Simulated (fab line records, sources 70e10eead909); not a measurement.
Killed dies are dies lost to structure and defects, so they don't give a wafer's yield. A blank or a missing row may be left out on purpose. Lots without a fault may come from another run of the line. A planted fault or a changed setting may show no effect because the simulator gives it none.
Chamber matching | flow nand_harc | NHARC_P_ZERO_WELL_DESCUM_13 on rie_diel-11: 4 sister chambers
The step chemistry O2, time 3 s. 4 wafers are shown with their chamber, then 8 later ones without.

WAFERS WITH THEIR CHAMBER
wafer  | chamber | showerhead_plenum_p_Torr (Torr)
L082.2 | 0       | 1.92
L082.3 | 1       | 2.01
L082.4 | 3       | 1.79
L088.3 | 2       | 1.80

WAFERS WITHOUT THEIR CHAMBER
wafer  | showerhead_plenum_p_Torr (Torr)
L088.5 | 1.79
L088.6 | 1.80
L090.2 | 1.79
L090.4 | 1.91
L090.5 | 2.00
L097.2 | 1.90
L097.3 | 2.00
L097.5 | 1.78

WHICH CHAMBER EACH WENT THROUGH
wafer  | from the rows above     | in truth
L088.5 | can't be placed: 3 or 2 | 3
L088.6 | can't be placed: 2 or 3 | 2
L090.2 | can't be placed: 3 or 2 | 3
L090.4 | 0                       | 0
L090.5 | 1                       | 1
L097.2 | 0                       | 0
L097.3 | 1                       | 1
L097.5 | can't be placed: 3 or 2 | 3
Placed correctly: 4 of 8. Can't be placed from these rows: 4 (the true chamber is among the candidates in 4). Placed wrongly: 0.
How it was worked out, from the rows above alone: a wafer's distance from a chamber is the root of the sum, over the readings, of the square of ((its reading less the chamber's mean) divided by the reading's scatter). The wafer belongs to the nearest chamber; if the next one is less than 2 further off, it can't be placed. A chamber's mean is the mean of its shown wafers. The scatter: with one shown wafer a chamber, the root of the mean of the squares of how far each hidden wafer lies from its nearest shown one.
